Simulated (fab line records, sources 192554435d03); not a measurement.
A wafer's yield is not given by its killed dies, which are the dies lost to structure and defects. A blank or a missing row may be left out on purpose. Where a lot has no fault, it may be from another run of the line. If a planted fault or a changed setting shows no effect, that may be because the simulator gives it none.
fab line records    flow n5-finfet
record: lots: 5  wafers: 15  last-day: 18
route steps=1938 shown MIM_TOP_LITHO@1848 MIM_TOP_ETCH@1851 MIM_BOT_LITHO@1854
lots with no fault: from the same line, run without faults
start-h: hours from the record's first day to the start of the lot's first wafer shown    wait-h: hours since the lot's step before    " repeats the value in the row above    L1.1+2: one row covering several wafers at once    - no value, or no start given    * or withheld: withheld    < > ~ a bound
route shown NAME@n: NAME is a module with steps in the file, n the number in the route of the first one    usual: mean/standard deviation of fault-free wafers    same: alike in all rows    chamber/n: place in a boat    sites: each site's reading    _std_site: the standard deviation of these    _edge_site: the outer-site mean with the inner-site mean subtracted    radius-mm: how far each site lies from the wafer's centre    mask NAME#n: copy n    behind: tool/chamber where the wafer was last shaped    hold: why the lot went on hold/how many hours it stayed there/how the hold came to an end    device: names the non-switching transistor (n, p or np)    end of line: the tests these same wafers got at the end of their route    a step without rows: its recipe alone    killed: dies that structure and defects cost at the first sort, which is not the same as the wafer's yield    map: the dies of a wafer, with x for killed, . for not killed, _ for no die there
set.NAME: the setting the step ran with; set.NAME@STEP: the setting that earlier step ran with    model.NAME: the simulator's own value behind a step, which no gauge read
lots seen at some steps along the route; tables by step, rows by wafer
services: a tool's chamber out of use, with start hour (start-h, from the record's first day; less than 0 if before it), hours out, and reason
== steps ==
step: N5_MIM_TOP_LITHO_OVL_MEAS_11
recipe: points-per-wafer: 44
usual: MIM_TOP_OVL: 2/5.9
lot.wafer  tool        chamber  start-h  wait-h  MIM_TOP_OVL[nm]
L916.1     overlay-02  0        257.58   0.0     -1
L916.3     "           0        "        "       -3
L916.5     "           0        "        "       0
L922.3     overlay-02  0        299.90   0.0     -3
L922.4     "           0        "        "       -2
L922.6     "           0        "        "       7
L933.2     overlay-01  0        401.15   0.0     9
L933.5     "           0        "        "       10
L933.6     "           0        "        "       6
L937.2     overlay-01  0        410.51   0.0     14
L937.3     "           0        "        "       11
L937.6     "           0        "        "       12
L938.2     overlay-02  0        423.68   0.0     4
L938.3     "           0        "        "       3
L938.4     "           0        "        "       4
step: N5_MIM_TOP_LITHO_INSPECT_12
recipe: mode: adi  inspect-instrument: macro
usual: raw-defect-count: 2.0/1.4
lot.wafer  tool               chamber  start-h  wait-h  raw-defect-count
L916.1     defect-inspect-01  -        257.61   0.0     2
L916.3     "                  -        "        "       4
L916.5     "                  -        "        "       0
L922.3     defect-inspect-01  -        299.92   0.0     5
L922.4     "                  -        "        "       1
L922.6     "                  -        "        "       1
L933.2     defect-inspect-01  -        401.18   0.0     3
L933.5     "                  -        "        "       1
L933.6     "                  -        "        "       1
L937.2     defect-inspect-02  -        410.53   0.0     4
L937.3     "                  -        "        "       3
L937.6     "                  -        "        "       3
L938.2     defect-inspect-02  -        423.71   0.0     3
L938.3     "                  -        "        "       5
L938.4     "                  -        "        "       0
step: N5_MIM_TOP_LITHO_DESCUM_10
recipe: chemistry: O2  time-s: 7.9  source-power-w: 50  bias-power-w: 20  pressure-mtorr: 20  rf-frequency-hz: 2.712e+07  temp-c: 40  o2-flow-sccm: 225
usual: chamber-pressure-mTorr: 19.998/0.019  drypump-motor-current-A: 5.7/0.44  oes-product-au: 0.83/0.093  rf-vpp-V: 243.1/1.6  showerhead-plenum-p-Torr: 2.10/0.099  throttle-valve-pct: 20.28/0.23
same: time-s: 7.9
lot.wafer  tool         chamber  start-h  wait-h  chamber-pressure-mTorr  drypump-motor-current-A  oes-product-au  rf-hours-counter-h  rf-vpp-V  showerhead-plenum-p-Torr  throttle-valve-pct
L916.1     rie-diel-06  1        257.68   0.1     20.012                  6.0                      0.98            5                   242.1     2.07                      20.49
L916.3     "            0        "        "       19.989                  6.6                      0.92            12                  240.4     2.05                      20.28
L916.5     "            1        "        "       20.001                  6.0                      0.97            -                   242.7     2.07                      20.47
L922.3     rie-diel-06  1        299.95   0.0     20.009                  6.0                      0.94            18                  242.9     2.06                      20.51
L922.4     "            3        "        "       19.980                  6.5                      0.80            -                   241.7     2.00                      20.22
L922.6     "            0        "        "       20.013                  6.6                      0.89            -                   241.2     2.05                      20.31
L933.2     rie-diel-04  3        401.21   0.0     19.958                  5.3                      0.78            115                 244.0     2.01                      20.02
L933.5     "            3        "        "       20.015                  5.3                      0.78            -                   243.0     2.01                      20.02
L933.6     "            0        "        "       20.020                  5.6                      0.84            -                   245.6     2.23                      20.22
L937.2     rie-diel-05  1        411.07   0.5     19.985                  6.1                      0.77            124                 242.6     2.03                      20.35
L937.3     "            2        "        "       19.996                  5.1                      0.88            29                  244.3     2.14                      19.97
L937.6     "            2        "        "       20.001                  5.1                      0.89            -                   243.6     2.13                      19.96
L938.2     rie-diel-04  1        423.74   0.0     19.974                  5.2                      0.94            17                  247.0     2.24                      19.78
L938.3     "            3        "        "       19.991                  5.3                      0.76            126                 242.7     2.01                      20.05
L938.4     "            0        "        "       20.024                  5.6                      0.82            -                   245.7     2.23                      20.24
step: N5_MIM_TOP_ETCH_ETCH_00
recipe: chemistry: Cl2/BCl3  target: TiN  target-depth-a: 385  ion-energy-ev: 150  pressure-mtorr: 10  icp-w: 1000  bias-w: 126  Cl2_flow_sccm: 53.25  bcl3-flow-sccm: 21.75  Ar_flow_sccm: 25
usual: bias-w: 126.0/0.38  chamber-pressure-mTorr: 10.002/0.012  drypump-motor-current-A: 5.51/0.2  oes-product-au: 0.79/0.071  throttle-valve-pct: 22.76/0.17
lot.wafer  tool          chamber  start-h  wait-h  bias-w  chamber-pressure-mTorr  drypump-motor-current-A  oes-product-au  rf-hours-counter-h  throttle-valve-pct
L916.1     rie-metal-02  0        257.76   0.1     126.0   10.013                  5.50                     0.90            3                   22.71
L916.3     "             0        "        "       126.3   10.008                  5.49                     0.91            -                   22.72
L916.5     "             1        "        "       126.6   10.004                  5.36                     0.85            -                   22.92
L922.3     rie-metal-02  0        300.08   0.1     126.3   10.002                  5.49                     0.87            -                   22.72
L922.4     "             1        "        "       125.4   10.010                  5.33                     0.85            -                   22.93
L922.6     "             1        "        "       125.1   10.012                  5.32                     0.84            -                   22.93
L933.2     rie-metal-02  1        401.30   0.1     125.7   10.008                  5.31                     0.83            38                  22.93
L933.5     "             0        "        "       126.3   9.986                   5.49                     0.84            -                   22.75
L933.6     "             1        "        "       125.5   10.008                  5.33                     0.82            -                   22.94
L937.2     rie-metal-02  1        411.15   0.1     126.2   10.001                  5.29                     0.81            39                  22.96
L937.3     "             0        "        "       125.4   10.010                  5.49                     0.83            -                   22.74
L937.6     "             1        "        "       125.6   10.004                  5.31                     0.82            -                   22.96
L938.2     rie-metal-03  1        423.83   0.1     125.9   9.977                   5.50                     0.90            7                   22.63
L938.3     "             1        "        "       126.5   9.999                   5.50                     0.89            -                   22.62
L938.4     "             0        "        "       126.6   9.996                   5.20                     0.74            -                   22.68
step: N5_MIM_TOP_ETCH_STRIP_01
recipe: chemistry: O2  power-w: 600  temp-c: 60  pressure-mtorr: 30  rf-frequency-hz: 6e+07  bias-power-w: 0  overash-fraction: 0.5  o2-flow-sccm: 225
usual: chamber-pressure-mTorr: 30.01/0.083  drypump-motor-current-A: 5.5/0.39  oes-product-au: 0.84/0.12  rf-vpp-V: 3.8/1.3  showerhead-plenum-p-Torr: 2.10/0.069  throttle-valve-pct: 16.70/0.27
lot.wafer  tool         chamber  start-h  wait-h  chamber-pressure-mTorr  drypump-motor-current-A  oes-product-au  rf-hours-counter-h  rf-vpp-V  showerhead-plenum-p-Torr  throttle-valve-pct
L916.1     rie-diel-02  0        258.16   0.4     29.94                   5.3                      0.83            55                  3.1       2.07                      16.73
L916.3     "            2        "        "       29.99                   5.6                      0.70            239                 2.7       1.99                      16.85
L916.5     "            1        "        "       30.02                   6.3                      0.71            -                   4.4       2.06                      16.59
L922.3     rie-diel-03  3        300.18   0.1     30.08                   5.1                      0.71            238                 2.6       2.07                      16.95
L922.4     "            2        "        "       30.07                   5.2                      0.97            11                  4.4       2.14                      16.45
L922.6     "            3        "        "       29.86                   5.1                      0.71            -                   4.7       2.07                      16.91
L933.2     rie-diel-03  2        401.44   0.1     30.06                   5.3                      0.90            40                  2.1       2.13                      16.48
L933.5     "            0        "        "       30.07                   5.7                      0.93            -                   4.9       2.13                      16.75
L933.6     "            3        "        "       29.91                   5.1                      0.98            -                   4.0       2.06                      16.55
L937.2     rie-diel-03  2        411.29   0.1     30.02                   5.3                      0.91            44                  4.1       2.13                      16.56
L937.3     "            0        "        "       30.15                   5.6                      0.92            36                  3.3       2.13                      16.66
L937.6     "            3        "        "       30.07                   5.0                      0.95            -                   1.9       2.06                      16.51
L938.2     rie-diel-02  1        423.97   0.1     29.96                   6.2                      0.96            6                   2.4       2.04                      16.22
L938.3     "            3        "        "       29.91                   5.5                      0.79            120                 5.8       2.22                      16.71
L938.4     "            2        "        "       30.10                   5.6                      0.89            31                  3.4       2.24                      16.40
step: N5_MIM_TOP_ETCH_PECVD_03
recipe: material: SiNx  target-thk-a: 200  temp-c: 400  precursor: SiH4/NH3/N2  pressure-torr: 1.5  rf-w: 300  time-s: 17.6
usual: chamber-pressure-Torr: 1.500/0.0035  heater-power-w: 747/82  showerhead-plenum-p-Torr: 5.15/0.047  showerhead-vpp-V: 1064/53  throttle-valve-pct: 40/3
same: time-s: 17.6
lot.wafer  tool      chamber  start-h  wait-h  chamber-pressure-Torr  heater-power-w  showerhead-plenum-p-Torr  showerhead-vpp-V  throttle-valve-pct
L916.1     pecvd-03  0        258.23   -       1.496                  689             5.20                      1027              41
L916.3     "         2        "        "       1.495                  881             5.17                      999               40
L916.5     "         0        "        "       1.498                  703             5.20                      1019              41
L922.3     pecvd-02  0        300.24   -       1.499                  694             5.22                      1125              42
L922.4     "         2        "        "       1.497                  702             5.20                      1155              36
L922.6     "         0        "        "       1.495                  687             5.22                      1101              42
L933.2     pecvd-02  1        401.50   -       1.501                  717             5.10                      1148              39
L933.5     "         0        "        "       1.495                  696             5.21                      1107              42
L933.6     "         2        "        "       1.501                  676             5.20                      1147              36
L937.2     pecvd-04  0        411.36   -       1.499                  679             5.09                      1065              46
L937.3     "         0        "        "       1.500                  677             5.07                      1070              46
L937.6     "         2        "        "       1.497                  828             5.11                      1028              38
L938.2     pecvd-04  2        424.03   -       1.500                  825             5.11                      1023              38
L938.3     "         0        "        "       1.502                  803             5.08                      1053              46
L938.4     "         2        "        "       1.505                  804             5.10                      1031              38
step: N5_MIM_BOT_LITHO_HMDS_01
recipe: time-s: 60  temp-c: 120
step: N5_MIM_BOT_LITHO_COAT_02
recipe: spin-rpm: *  resist-thk-nm: *
step: N5_MIM_BOT_LITHO_EBR_04
recipe: solvent: PGMEA  ebr-width-mm: 1.5
step: N5_MIM_BOT_LITHO_SOFTBAKE_03
recipe: temp-c: 100  time-s: 90
step: N5_MIM_BOT_LITHO_EXPOSE_05
recipe: mask-id: MIM_BOT  na: 0.55  source-shape: conventional  sigma-outer: 0.8  polarization: unpolarized  dose-mj: 24.25
step: N5_MIM_BOT_LITHO_PEB_06
recipe: peb-temp-c: withheld  peb-time-s: *
step: N5_MIM_BOT_LITHO_DEVELOP_07
recipe: develop-time-s: 60  rinse-liquid: diw  dry: air-spin  dev-temp-c: 21
lot.wafer   tool            chamber  start-h  wait-h
L916.1+3+5  litho-track-04  0        258.48   -
L922.3+4+6  litho-track-02  0        300.49   -
L933.2+5+6  litho-track-02  0        401.75   -
L937.2+3+6  litho-track-04  0        411.75   -
L938.2+3+4  litho-track-04  0        424.42   -
step: N5_MIM_BOT_LITHO_HARDBAKE_09
recipe: temp-c: 130  time-s: 120
step: N5_MIM_BOT_LITHO_CD_MEAS_08
recipe: target-cd-nm: 3000  landing-energy-ev: 500  detector: se-inlens  polarity: opening
usual: cd-nm: 3001.5/2.1
same: landing-energy-ev: 500
lot.wafer  tool       chamber  start-h  wait-h  cd-nm
L916.1     cd-sem-01  0        258.59   -       3003.9
L916.3     "          0        "        "       3006.2
L916.5     "          0        "        "       3000.3
L922.3     cd-sem-03  0        300.60   -       3000.6
L922.4     "          0        "        "       2998.2
L922.6     "          0        "        "       2999.2
L933.2     cd-sem-03  0        401.86   -       2994.3
L933.5     "          0        "        "       3001.2
L933.6     "          0        "        "       2995.2
L937.2     cd-sem-01  0        411.86   -       3004.7
L937.3     "          0        "        "       3002.3
L937.6     "          0        "        "       3000.2
L938.2     cd-sem-02  0        424.54   -       3001.6
L938.3     "          0        "        "       3000.2
L938.4     "          0        "        "       3004.5
step: N5_MIM_BOT_LITHO_OVL_MEAS_11
recipe: points-per-wafer: 44
usual: MIM_BOT_OVL: 3/5.3
lot.wafer  tool        chamber  start-h  wait-h  MIM_BOT_OVL[nm]
L916.1     overlay-01  0        258.62   0.0     0
L916.3     "           0        "        "       -3
L916.5     "           0        "        "       4
L922.3     overlay-01  0        300.63   0.0     6
L922.4     "           0        "        "       9
L922.6     "           0        "        "       6
L933.2     overlay-01  0        401.89   0.0     0
L933.5     "           0        "        "       12
L933.6     "           0        "        "       0
L937.2     overlay-01  0        411.89   0.0     11
L937.3     "           0        "        "       3
L937.6     "           0        "        "       14
L938.2     overlay-02  0        424.57   0.0     6
L938.3     "           0        "        "       6
L938.4     "           0        "        "       13
== services ==
tool          chamber  start-h  hours  kind
rie-metal-03  0        240.05   54.4   repair
rie-diel-03   2        244.14   -      clean
rie-diel-03   2        244.14   -      consumable-replace:focus-ring
rie-diel-03   2        244.14   16.8   scheduled-down
rie-diel-04   -        266.81   2.4    repair
rie-diel-06   -        267.21   0.6    repair
pecvd-02      -        271.91   2.8    pm
rie-diel-06   -        275.37   4.3    pm
pecvd-03      -        275.45   6.0    pm
rie-diel-06   2        294.86   13.9   repair
rie-diel-02   2        301.04   12.7   repair
rie-diel-04   2        302.94   7.1    repair
rie-diel-04   2        310.68   4.4    repair
rie-diel-02   1        334.58   3.1    repair
rie-metal-02  1        343.36   2.2    repair
rie-diel-04   3        347.13   14.3   repair
rie-diel-06   3        352.68   16.5   repair
rie-diel-02   3        379.35   6.9    repair
pecvd-03      1        384.24   4.1    repair
rie-diel-04   2        400.23   9.9    repair
pecvd-03      -        402.36   4.7    repair
pecvd-04      1        409.17   15.1   repair
pecvd-03      -        413.98   1.4    repair
rie-diel-03   2        414.03   17.4   repair
== key ==
first-sign: step: N5_MIM_BOT_LITHO_CD_MEAS_08  reading: cd-nm  direction: down  sigmas: 3.2  usual: 3001.5  struck: 2994.8
effect none on later readings
met-at N5_MIM_BOT_LITHO_DEVELOP_07
struck-wafers L933.2,L933.6
onset-between 300.49 401.75
fault: kind: process-parameter-drift  tool: litho-track-02  chamber: -  onset-h: 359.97  steps: N5_MIM_BOT_LITHO_DEVELOP_07  channel: develop-time-s  offset: *  shape: step  end-h: 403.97  scope: struck-wafers-only  acts-in: *  stated: *
